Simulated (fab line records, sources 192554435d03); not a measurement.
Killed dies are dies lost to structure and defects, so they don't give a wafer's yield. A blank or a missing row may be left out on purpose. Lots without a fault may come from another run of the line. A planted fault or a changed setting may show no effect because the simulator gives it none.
Split-lot experiment | flow n5_finfet | 7 lots, 39 wafers read, on a route of 1938 steps

THE SPLIT
At N5_SDB_ALD_29 (deposits SiNx, target thk 30 nm, pulse time 1 s, ald cycles 600), the setting ald_cycles was moved away from the recipe's 600 on 9 of the 39 wafers read, by +19.7% to +29.7%. The other wafers ran this setting at the recipe's value.

The reading is taken at the split's own step.

THE READING
SiNx_of_SDB_ALD_29.thk_nm (the simulator's own value, which no gauge read), in nm, at N5_SDB_ALD_29 (deposits SiNx, target thk 30 nm, pulse time 1 s, ald cycles 600). The file gives no usual value for it. The 30 wafers here that ran the recipe average 30.0 nm, standard deviation 0.12 nm.

wafer  | tool, chamber at the split | ald_cycles as run | against the recipe | SiNx_of_SDB_ALD_29.thk_nm, nm | against lot-mates on the recipe
L076.1 | ald_sin-04, 0,2,1,3,0      | 600               | recipe             | 30                            | -
L076.2 | ald_sin-04, 0,2,1,3,0      | 600               | recipe             | 30                            | -
L076.3 | ald_sin-04, 0,2,1,3,0      | 600               | recipe             | 30                            | -
L076.4 | ald_sin-04, 0,2,1,3,0      | 600               | recipe             | 30                            | -
L076.6 | ald_sin-04, 0,2,1,3,0      | 600               | recipe             | 30                            | -
L076.5 | ald_sin-04, 1              | 600               | recipe             | 29.8                          | -
L081.1 | ald_sin-04, 1,0,3          | 600               | recipe             | 30                            | -
L081.5 | ald_sin-04, 1,0,3          | 600               | recipe             | 30                            | -
L081.6 | ald_sin-04, 1,0,3          | 600               | recipe             | 30                            | -
L081.2 | ald_sin-04, 0,3,2          | 718               | +19.7%             | 35.8                          | +5.8
L081.3 | ald_sin-04, 0,3,2          | 718               | +19.7%             | 35.8                          | +5.8
L081.4 | ald_sin-04, 0,3,2          | 718               | +19.7%             | 35.8                          | +5.8
L082.1 | ald_sin-01, 1,2            | 778               | +29.7%             | 39                            | +8.8
L082.5 | ald_sin-01, 1,2            | 778               | +29.7%             | 39                            | +8.8
L082.2 | ald_sin-01, 3,0,1          | 600               | recipe             | 30.2                          | -
L082.4 | ald_sin-01, 3,0,1          | 600               | recipe             | 30.2                          | -
L082.6 | ald_sin-01, 3,0,1          | 600               | recipe             | 30.2                          | -
L082.3 | ald_sin-01, 2              | 778               | +29.7%             | 39.2                          | +9.0
L087.1 | ald_sin-03, 1,0,1,0        | 600               | recipe             | 30.2                          | -
L087.4 | ald_sin-03, 1,0,1,0        | 600               | recipe             | 30.2                          | -
L087.5 | ald_sin-03, 1,0,1,0        | 600               | recipe             | 30.2                          | -
L087.6 | ald_sin-03, 1,0,1,0        | 600               | recipe             | 30.2                          | -
L087.2 | ald_sin-03, 3,2            | 600               | recipe             | 30                            | -
L087.3 | ald_sin-03, 3,2            | 600               | recipe             | 30                            | -
L089.1 | ald_sin-03, 0              | 766               | +27.7%             | 38.4                          | +8.3
L089.2 | ald_sin-03, 2,3            | 600               | recipe             | 30                            | -
L089.5 | ald_sin-03, 2,3            | 600               | recipe             | 30                            | -
L089.3 | ald_sin-03, 3              | 600               | recipe             | 30.2                          | -
L089.4 | ald_sin-03, 1,0            | 766               | +27.7%             | 38.2                          | +8.1
L089.6 | ald_sin-03, 1,0            | 766               | +27.7%             | 38.2                          | +8.1
L092.1 | ald_sin-03, 0,1,3          | 600               | recipe             | 30                            | -
L092.2 | ald_sin-03, 0,1,3          | 600               | recipe             | 30                            | -
L092.4 | ald_sin-03, 0,1,3          | 600               | recipe             | 30                            | -
L093.1 | ald_sin-04, 2,0,1          | 600               | recipe             | 30                            | -
L093.3 | ald_sin-04, 2,0,1          | 600               | recipe             | 30                            | -
L093.4 | ald_sin-04, 2,0,1          | 600               | recipe             | 30                            | -
L093.2 | ald_sin-04, 3,2,3          | 600               | recipe             | 29.8                          | -
L093.5 | ald_sin-04, 3,2,3          | 600               | recipe             | 29.8                          | -
L093.6 | ald_sin-04, 3,2,3          | 600               | recipe             | 29.8                          | -
Where a row lists several chambers, the file gives one row for several wafers and doesn't say which wafer went through which chamber.

THE FIT
A straight line over all 39 wafers: SiNx_of_SDB_ALD_29.thk_nm changes by +0.3 nm for each +1% of ald_cycles; r = +1.00; the points scatter about the line by 0.13 nm.
The same after taking each lot's own level away (the mean of its wafers on the recipe; 39 wafers): +0.297 nm for each +1%; r = +1.00; scatter 0.081 nm.
On that fit, the largest move of ald_cycles shifts the reading by 8.8 nm.
The lots' own levels span 29.90 to 30.20 nm, that is 2.4 times the standard deviation above.
So the lot-to-lot level changes the slope little: the two slopes agree.
Check: with one of the wafers moved furthest among these (+29.7%) left out of the fit, the line predicts +8.82 nm for it against its lot-mates. It came out at +8.8 nm against them.

OTHER SPLITS ON THESE WAFERS
These wafers also went through other splits before the reading. Each is held against what the fit with the lots' levels taken away leaves over:
other split on the same wafers                    | wafers away from the commonest value | r with SiNx_of_SDB_ALD_29.thk_nm (lot level and that fit taken away)
N5_PMOS_HMC_CHANNEL_EPI_DEVELOP_08 develop_time_s | 15                                   | +0.05
N5_DUMMY_GATE_CVD_03 target_thk_a                 | 30                                   | -0.04

THE FILE'S OWN FIT
SiNx_of_SDB_ALD_29.thk_nm changes by +0.297 nm for each +1% of ald_cycles, r = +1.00.
